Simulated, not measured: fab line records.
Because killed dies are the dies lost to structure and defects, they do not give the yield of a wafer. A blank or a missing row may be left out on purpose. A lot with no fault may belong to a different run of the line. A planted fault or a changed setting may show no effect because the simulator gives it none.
fab line records -- flow nand_harc
[record] lots = 5, wafers = 15, last_day = 34
route steps=1302 shown P_ZERO_WELL@44
lots that met no fault: taken from a fault-free run of the same line
start_h: hours from the record's first day to the start of the lot's first wafer shown -- wait_h: how many hours have passed since the lot's step before this one -- " the same as in the row above -- L1.1+2: one row covering several wafers at once -- - either no value or no given start -- * or withheld: withheld -- < > ~ a bound
route shown NAME@n: NAME is a module with steps in the file, n the number in the route of the first one -- usual: mean/standard deviation of fault-free wafers -- same: alike in all rows -- chamber/n: place in a boat -- sites: readings site by site -- _std_site: the standard deviation of these -- _edge_site: the outer-site mean with the inner-site mean subtracted -- radius_mm: how far each site lies from the wafer's centre -- mask NAME#n: copy n -- behind: the tool/chamber that last shaped the wafer -- hold: why the lot was held/for how many hours/how that ended -- device: the transistor (n, p or np) that didn't switch -- end of line: tests run on the same wafers once the route is complete -- a step without rows: its recipe alone -- killed: at the first sort, the dies lost to defects and structure; wafer yield is something else -- map: per-die view of a wafer (x killed, . not killed, _ where there is no die)
set.NAME: the setting the step ran with; set.NAME@STEP: the setting that earlier step ran with -- model.NAME: the simulator's own value behind a step, which no gauge read
a table for each step, a row for each wafer; lots at some steps of the route
services: a tool's chamber out of use, with start hour (start_h, from the record's first day; less than 0 if before it), hours out, and reason
[[steps]]
[step NHARC_P_ZERO_WELL_CD_MEAS_37]
[recipe] target_cd_nm = 720, landing_energy_ev = 500
[usual] cd_nm = 720.8/1.7
[same] landing_energy_ev = 500
lot.wafer,tool,chamber,start_h,wait_h,cd_nm
L609.1,cd_sem-02,0,44.09,-,722.3
L609.4,cd_sem-02,0,44.09,-,721.7
L609.5,cd_sem-02,0,44.09,-,720.6
L617.3,cd_sem-01,0,124.25,-,720.4
L617.4,cd_sem-01,0,124.25,-,719.7
L617.6,cd_sem-01,0,124.25,-,718.5
L624.1,cd_sem-01,0,193.98,-,722.1
L624.2,cd_sem-01,0,193.98,-,722.6
L624.6,cd_sem-01,0,193.98,-,723.6
L625.1,cd_sem-02,0,204.65,-,722.9
L625.4,cd_sem-02,0,204.65,-,722.0
L625.6,cd_sem-02,0,204.65,-,723.4
L629.1,cd_sem-03,0,243.85,-,720.1
L629.2,cd_sem-03,0,243.85,-,719.4
L629.5,cd_sem-03,0,243.85,-,719.9
[step NHARC_P_ZERO_WELL_HARDBAKE_38]
[recipe] temp_c = 125, time_s = 80
[step NHARC_P_ZERO_WELL_DESCUM_39]
[recipe] time_s = 3, o2_flow_sccm = 200, ar_flow_sccm = 0, bias_power_w = 0, chemistry = O2
[usual] chamber_pressure_mTorr = 59.99/0.053, drypump_motor_current_A = 5.92/0.28, mfc_ar_sccm = 0.004/0.0055, o2_flow_sccm = 200.0/0.6, oes_product_au = 0.999/0.011, rf_vpp_V = 57.6/0.85, showerhead_plenum_p_Torr = 1.86/0.061, throttle_valve_pct = 11.312/0.0083
lot.wafer,tool,chamber,start_h,wait_h,chamber_pressure_mTorr,drypump_motor_current_A,mfc_ar_sccm,o2_flow_sccm,oes_product_au,rf_hours_counter_h,rf_vpp_V,showerhead_plenum_p_Torr,throttle_valve_pct
L609.1,rie_diel-06,2,44.25,-,60.03,6.20,0,200.5,1.008,29,58.3,1.88,11.319
L609.4,rie_diel-06,1,44.25,-,59.95,6.02,0.012,200.0,0.997,29,57.8,2.01,11.302
L609.5,rie_diel-06,3,44.25,-,59.96,5.77,0.010,199.3,1.001,-,57.8,1.79,11.322
L617.3,rie_diel-04,3,124.41,-,59.93,6.11,0.004,200.3,1.006,33,57.9,1.81,11.314
L617.4,rie_diel-04,1,124.41,-,59.94,5.95,0,200.4,1.017,35,57.4,1.86,11.294
L617.6,rie_diel-04,2,124.41,-,60.09,6.14,0,200.4,0.996,-,58.9,1.85,11.319
L624.2,rie_diel-06,0,194.15,-,60.07,5.13,0.016,200.2,0.978,18,58.8,1.94,11.303
L624.1,rie_diel-06,2,194.15,-,59.97,6.20,0,200.1,0.990,18,56.9,1.86,11.314
L624.6,rie_diel-06,0,194.15,-,60.01,5.15,0.016,200.1,0.991,-,58.3,1.94,11.304
L625.1,rie_diel-04,0,204.81,-,60.09,5.64,0.002,200.6,1.002,8,55.4,1.82,11.320
L625.4,rie_diel-04,0,204.81,-,59.97,5.62,0.002,201.6,0.996,-,56.5,1.82,11.315
L625.6,rie_diel-04,1,204.81,-,59.94,5.93,0,199.6,1.028,-,57.3,1.85,11.305
L629.1,rie_diel-06,3,244.03,-,60.05,5.78,0.010,200.1,0.980,28,57.5,1.77,11.316
L629.2,rie_diel-06,0,244.03,-,59.99,5.19,0.016,199.0,0.988,33,56.8,1.93,11.310
L629.5,rie_diel-06,1,244.03,-,60.03,6.05,0.012,200.1,1.009,-,58.2,1.98,11.313
[step NHARC_P_ZERO_WELL_IMPLANT_40]
[recipe] energy_kev = 300, dose_cm2 = 1e+13, tilt_deg = 7
[step NHARC_P_ZERO_WELL_IMPLANT_59]
[recipe] energy_kev = 120, dose_cm2 = 5e+12, tilt_deg = 7
[step NHARC_P_ZERO_WELL_IMPLANT_60]
[recipe] energy_kev = 30, dose_cm2 = 2e+12, tilt_deg = 7
[step NHARC_P_ZERO_WELL_STRIP_41]
[recipe] time_s = 840, temp_c = 130, chemistry = SPM
[step NHARC_P_ZERO_WELL_DEHYDRATE_44]
[recipe] temp_c = 150, time_s = 120
[step NHARC_P_ZERO_WELL_HMDS_45]
[recipe] time_s = 30
[step NHARC_P_ZERO_WELL_COAT_46]
[recipe] spin_rpm = withheld
[step NHARC_P_ZERO_WELL_SOFTBAKE_47]
[recipe] temp_c = 122, time_s = 95
[step NHARC_P_ZERO_WELL_EBR_48]
[step NHARC_P_ZERO_WELL_EXPOSE_49]
[recipe] na = 0.6, target_cd_nm = 2000, dose_mj = 22.64, mask_id = P_HVPW
lot.wafer,tool,chamber,start_h,wait_h,mask
L609.1+4+5,krf_scanner-02,0,45.58,-,P_HVPW#0
L617.3+4+6,krf_scanner-04,0,125.61,-,P_HVPW_R1#0
L624.1+2+6,krf_scanner-03,0,195.34,-,P_HVPW#0
L625.1+4+6,krf_scanner-04,0,206.16,-,P_HVPW#0
L629.1+2+5,krf_scanner-04,0,245.33,-,P_HVPW#0
[step NHARC_P_ZERO_WELL_PEB_50]
[recipe] peb_temp_c = 118, peb_time_s = 85
[step NHARC_P_ZERO_WELL_DEVELOP_51]
[recipe] time_s = 70
[step NHARC_P_ZERO_WELL_CD_MEAS_52]
[recipe] target_cd_nm = 2000, landing_energy_ev = 500
[usual] cd_nm = 2000.4/1.4
[same] landing_energy_ev = 500
lot.wafer,tool,chamber,start_h,wait_h,cd_nm
L609.1,cd_sem-02,0,45.74,-,1998.5
L609.4,cd_sem-02,0,45.74,-,1998.3
L609.5,cd_sem-02,0,45.74,-,2001.1
L617.3,cd_sem-01,0,125.76,-,1962.4
L617.4,cd_sem-01,0,125.76,-,1960.9
L617.6,cd_sem-01,0,125.76,-,1962.6
L624.1,cd_sem-02,0,195.50,-,2000.7
L624.2,cd_sem-02,0,195.50,-,1999.8
L624.6,cd_sem-02,0,195.50,-,1999.4
L625.1,cd_sem-03,0,206.32,-,1999.2
L625.4,cd_sem-03,0,206.32,-,2000.0
L625.6,cd_sem-03,0,206.32,-,1998.7
L629.1,cd_sem-03,0,245.49,-,1997.8
L629.2,cd_sem-03,0,245.49,-,1999.8
L629.5,cd_sem-03,0,245.49,-,1999.3
[step NHARC_P_ZERO_WELL_HARDBAKE_53]
[recipe] temp_c = 125, time_s = 80
[step NHARC_P_ZERO_WELL_DESCUM_54]
[recipe] time_s = 3, o2_flow_sccm = 200, ar_flow_sccm = 0, bias_power_w = 0, chemistry = O2
[usual] chamber_pressure_mTorr = 60.01/0.05, drypump_motor_current_A = 5.89/0.3, mfc_ar_sccm = 0.005/0.0057, o2_flow_sccm = 200.0/0.64, oes_product_au = 1.000/0.012, rf_vpp_V = 57.6/0.89, showerhead_plenum_p_Torr = 1.86/0.063, throttle_valve_pct = 11.311/0.0088
lot.wafer,tool,chamber,start_h,wait_h,chamber_pressure_mTorr,drypump_motor_current_A,mfc_ar_sccm,o2_flow_sccm,oes_product_au,rf_hours_counter_h,rf_vpp_V,showerhead_plenum_p_Torr,throttle_valve_pct,model.P_ZERO_WELL.cd_nm
L609.1,rie_diel-04,3,46.07,-,60.01,6.13,0.004,199.4,1.011,9,58.6,1.81,11.316,1998
L609.5,rie_diel-04,1,46.07,-,60.05,5.89,0,199.5,1.017,-,57.3,1.87,11.313,2001
L609.4,rie_diel-04,2,46.07,-,60.02,6.14,0,198.6,0.999,-,57.6,1.85,11.322,1997
L617.3,rie_diel-02,2,125.97,-,59.97,6.11,0,199.5,1.010,20,59.3,1.96,11.306,1963
L617.4,rie_diel-02,3,125.97,-,60.04,6.08,0,200.6,0.987,23,57.9,1.82,11.317,1960
L617.6,rie_diel-02,0,125.97,-,60.09,5.92,0,199.4,1.001,-,57.4,1.83,11.307,1962
L624.1,rie_diel-06,2,195.66,-,59.98,6.21,0,200.4,0.981,18,57.4,1.86,11.331,2001
L624.2,rie_diel-06,3,195.66,-,60.03,5.76,0.010,201.1,0.992,16,57.2,1.77,11.295,2000
L624.6,rie_diel-06,2,195.66,-,59.96,6.20,0,200.2,0.981,-,59.5,1.86,11.307,1999
L625.1,rie_diel-04,2,206.48,-,60.06,6.16,0,200.1,1.000,7,57.1,1.84,11.293,1999
L625.4,rie_diel-04,0,206.48,-,60.07,5.64,0.002,200.6,0.994,-,57.7,1.82,11.306,2000
L625.6,rie_diel-04,1,206.48,-,60.02,5.98,0,201.5,1.016,-,57.0,1.85,11.310,1998
L629.1,rie_diel-04,0,245.66,-,60.04,5.61,0.002,200.7,0.992,23,58.4,1.81,11.304,1998
L629.2,rie_diel-04,1,245.66,-,60.08,5.97,0,200.2,1.016,22,57.6,1.85,11.317,1999
L629.5,rie_diel-04,0,245.66,-,60.02,5.65,0.002,200.3,0.981,-,58.1,1.81,11.307,2000
[step NHARC_P_ZERO_WELL_IMPLANT_55]
[recipe] energy_kev = 180, dose_cm2 = 8e+11, tilt_deg = 7
[[services]]
tool,chamber,start_h,hours,kind
krf_scanner-04,-,28.73,1.2,repair
rie_diel-04,0,35.17,-,clean
rie_diel-04,1,35.17,-,clean
rie_diel-04,2,35.17,-,clean
rie_diel-02,-,39.77,9.0,pm
rie_diel-04,0,39.99,8.8,repair
krf_scanner-03,-,52.01,4.0,pm
rie_diel-06,2,93.36,5.8,repair
krf_scanner-02,-,94.00,4.0,pm
rie_diel-06,0,94.16,11.3,repair
krf_scanner-02,-,118.32,0.4,repair
krf_scanner-02,-,124.71,0.4,repair
rie_diel-06,-,130.20,9.0,pm
krf_scanner-04,-,138.09,8.3,repair
rie_diel-06,-,142.33,2.5,repair
rie_diel-02,2,150.21,1.2,repair
rie_diel-04,-,178.18,9.0,pm
krf_scanner-04,-,182.00,4.0,pm
rie_diel-04,-,187.92,0.2,repair
rie_diel-02,3,198.51,4.3,repair
rie_diel-04,3,199.22,8.6,repair
rie_diel-02,-,216.77,9.0,pm
krf_scanner-03,-,224.01,4.0,pm
rie_diel-04,0,230.38,5.9,repair
[[key]]
[first_sign] step = NHARC_P_ZERO_WELL_EXPOSE_49, reading = mask, direction = changed
[effect] step = NHARC_P_ZERO_WELL_CD_MEAS_52, reading = cd_nm, direction = down, sigmas = 27, usual = 2000.4, struck = 1962.0
[model_effect] step = NHARC_P_ZERO_WELL_DESCUM_54, value = P_ZERO_WELL.cd_nm, without = 2001, struck = 1962
met_at NHARC_P_ZERO_WELL_EXPOSE_49
struck_wafers L617.3,L617.4,L617.6
tester_left_out L617
[fault] kind = wrong_mask, tool = any, chamber = -, onset_h = 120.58, steps = NHARC_P_ZERO_WELL_EXPOSE_49, aux_copy = P_HVPW_R1#0, cd_offset_nm = -39.733, scope = struck_lots_only
// tester_left_out: of these lots the tester's yield and bins aren't shown, on N5 and GAA mostly nor the transistor test; their killed dies are dies lost to structure and defects alone, not to doping, threshold or leakage, so they don't give the yield
